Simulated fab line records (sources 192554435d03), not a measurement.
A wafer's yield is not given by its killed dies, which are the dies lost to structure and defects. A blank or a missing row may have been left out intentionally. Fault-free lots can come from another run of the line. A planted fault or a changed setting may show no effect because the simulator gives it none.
Tool commonality check / flow n5-finfet / Sampled: 9 lots, 26 wafers

== WHY THIS WAS OPENED ==
At N5_SD_EPI_N_EPI_MEAS_23 the reading thk-nm is flagged on 2 of 9 lots. Wafers without a fault read 59.2 nm, standard deviation 1.2.
Rule: flag the lot when none of its wafers has a number, or when each of its wafers that has one lies beyond 4 standard deviations from that mean. As for the other lots, they are considered sound.

lot=L121; measured=day 3 04:46; on=film-metro-01; thk-nm (nm), wafer by wafer=57.8 57.2 59.2; flag=
lot=L122; measured=day 3 11:23; on=film-metro-02; thk-nm (nm), wafer by wafer=58.4 60.0; flag=
lot=L128; measured=day 5 02:11; on=film-metro-02; thk-nm (nm), wafer by wafer=59.3 59.5 57.3; flag=
lot=L135; measured=day 6 17:38; on=film-metro-01; thk-nm (nm), wafer by wafer=66.6 65.8 66.8; flag=FLAGGED
lot=L136; measured=day 6 23:30; on=film-metro-01; thk-nm (nm), wafer by wafer=68.2 65.6 66.3; flag=FLAGGED
lot=L140; measured=day 8 01:41; on=film-metro-02; thk-nm (nm), wafer by wafer=59.2 58.0 58.3; flag=
lot=L141; measured=day 8 07:02; on=film-metro-01; thk-nm (nm), wafer by wafer=62.1 60.1 60.4; flag=
lot=L143; measured=day 8 18:23; on=film-metro-02; thk-nm (nm), wafer by wafer=58.2 59.7 58.3; flag=
lot=L144; measured=day 9 02:56; on=film-metro-01; thk-nm (nm), wafer by wafer=61.6 60.2 61.2; flag=
The mean of the flagged lots' numbers is 66.5 nm, +7.3 nm from the usual (+6 standard deviations).

== EACH LOT AND THE TOOL IT RAN ON ==
Before the reading, the record contains 3 process steps out of a 1938-step route. Each cell gives the tool, then ch followed by the chambers the sampled wafers passed through, then the start.
lot=L121; flag=; N5_DUMMY_GATE_ETCH_31=rie-diel-01 ch 0,1,2, day 2 23:40; N5_SD_EPI_N_STRIP_38=plasma-asher-01 ch 0,1, day 3 02:10; N5_SD_EPI_N_EPI_21=epi-rpcvd-03 ch 0, day 3 03:20
lot=L122; flag=; N5_DUMMY_GATE_ETCH_31=rie-diel-01 ch 0,3, day 3 04:56; N5_SD_EPI_N_STRIP_38=plasma-asher-01 ch 0, day 3 08:46; N5_SD_EPI_N_EPI_21=epi-rpcvd-01 ch 0, day 3 10:12
lot=L128; flag=; N5_DUMMY_GATE_ETCH_31=rie-diel-02 ch 0,1,3, day 4 18:50; N5_SD_EPI_N_STRIP_38=plasma-asher-02 ch 0,1, day 4 21:52; N5_SD_EPI_N_EPI_21=epi-rpcvd-02 ch 0, day 4 23:10
lot=L135; flag=FLAGGED; N5_DUMMY_GATE_ETCH_31=rie-diel-05 ch 1,2,3, day 6 12:23; N5_SD_EPI_N_STRIP_38=plasma-asher-02 ch 0,1, day 6 14:59; N5_SD_EPI_N_EPI_21=epi-rpcvd-01 ch 0, day 6 16:10
lot=L136; flag=FLAGGED; N5_DUMMY_GATE_ETCH_31=rie-diel-02 ch 0,2, day 6 17:56; N5_SD_EPI_N_STRIP_38=plasma-asher-02 ch 0,1, day 6 20:53; N5_SD_EPI_N_EPI_21=epi-rpcvd-01 ch 0, day 6 22:04
lot=L140; flag=; N5_DUMMY_GATE_ETCH_31=rie-diel-02 ch 2,3, day 7 19:19; N5_SD_EPI_N_STRIP_38=plasma-asher-02 ch 0,1, day 7 22:19; N5_SD_EPI_N_EPI_21=epi-rpcvd-03 ch 0, day 7 23:25
lot=L141; flag=; N5_DUMMY_GATE_ETCH_31=rie-diel-02 ch 0,2,3, day 8 01:13; N5_SD_EPI_N_STRIP_38=plasma-asher-02 ch 0,1, day 8 03:41; N5_SD_EPI_N_EPI_21=epi-rpcvd-03 ch 0, day 8 04:46
lot=L143; flag=; N5_DUMMY_GATE_ETCH_31=rie-diel-05 ch 0,1, day 8 12:41; N5_SD_EPI_N_STRIP_38=plasma-asher-02 ch 0,1, day 8 15:44; N5_SD_EPI_N_EPI_21=epi-rpcvd-02 ch 0, day 8 16:57
lot=L144; flag=; N5_DUMMY_GATE_ETCH_31=rie-diel-01 ch 0,2,3, day 8 20:25; N5_SD_EPI_N_STRIP_38=plasma-asher-02 ch 0,1, day 8 23:34; N5_SD_EPI_N_EPI_21=epi-rpcvd-03 ch 0, day 9 01:01
What is done by these steps:
- N5_DUMMY_GATE_ETCH_31: etches SiO2 in C4F6/O2, target depth 82.5 nm, time 27.5 s.
- N5_SD_EPI_N_STRIP_38: strips in N2/H2.
- N5_SD_EPI_N_EPI_21: deposits Si:P, time 690 s.
- N5_SD_EPI_N_EPI_MEAS_23

== FLAGGED AGAINST TOTAL, ONE TOOL AT A TIME (gauges that did the reading follow at the end) ==
step=N5_DUMMY_GATE_ETCH_31; tool=rie-diel-01; lots run=3; flagged=0; share of the flagged lots=none; sound lots run after its first flagged lot=-
step=N5_DUMMY_GATE_ETCH_31; tool=rie-diel-02; lots run=4; flagged=1; share of the flagged lots=some; sound lots run after its first flagged lot=2 (L140,L141)
step=N5_DUMMY_GATE_ETCH_31; tool=rie-diel-05; lots run=2; flagged=1; share of the flagged lots=some; sound lots run after its first flagged lot=1 (L143)
step=N5_SD_EPI_N_STRIP_38; tool=plasma-asher-01; lots run=2; flagged=0; share of the flagged lots=none; sound lots run after its first flagged lot=-
step=N5_SD_EPI_N_STRIP_38; tool=plasma-asher-02; lots run=7; flagged=2; share of the flagged lots=all; sound lots run after its first flagged lot=4 (L140,L141,L143,L144)
step=N5_SD_EPI_N_EPI_21; tool=epi-rpcvd-01; lots run=3; flagged=2; share of the flagged lots=all; sound lots run after its first flagged lot=0
step=N5_SD_EPI_N_EPI_21; tool=epi-rpcvd-02; lots run=2; flagged=0; share of the flagged lots=none; sound lots run after its first flagged lot=-
step=N5_SD_EPI_N_EPI_21; tool=epi-rpcvd-03; lots run=4; flagged=0; share of the flagged lots=none; sound lots run after its first flagged lot=-
step=N5_SD_EPI_N_EPI_MEAS_23; tool=film-metro-01; lots run=5; flagged=2; share of the flagged lots=all; sound lots run after its first flagged lot=2 (L141,L144)
step=N5_SD_EPI_N_EPI_MEAS_23; tool=film-metro-02; lots run=4; flagged=0; share of the flagged lots=none; sound lots run after its first flagged lot=-

== WHAT THE TABLE PERMITS ==
All flagged lots were run by 3 table rows, namely plasma-asher-02 at N5_SD_EPI_N_STRIP_38, epi-rpcvd-01 at N5_SD_EPI_N_EPI_21, film-metro-01 at N5_SD_EPI_N_EPI_MEAS_23.
- plasma-asher-02 at N5_SD_EPI_N_STRIP_38 ran 7 lots, 2 of them flagged. Lots that were sound ran on it after the first flagged one (L140, L141, L143, L144); a persistent fault on the entire tool would not allow that.
- epi-rpcvd-01 at N5_SD_EPI_N_EPI_21 ran 3 lots, 2 of them flagged. It ran its last sound lot, L122, at day 3 10:12 and its first flagged lot, L135, at day 6 16:10: a fault with its onset between the two fits.
- film-metro-01 at N5_SD_EPI_N_EPI_MEAS_23 ran 5 lots, 2 of them flagged. Lots that were sound ran on it after the first flagged one (L141, L144); a persistent fault on the entire tool would not allow that.
Left over: one tool, epi-rpcvd-01 at N5_SD_EPI_N_EPI_21.

== WHAT HAD BEEN PUT IN BY THE SIMULATOR ==
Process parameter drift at N5_SD_EPI_N_EPI_21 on epi-rpcvd-01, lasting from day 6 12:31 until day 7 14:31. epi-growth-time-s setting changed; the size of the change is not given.
Struck lots among those shown: L135, L136. Same finding as the rule above.
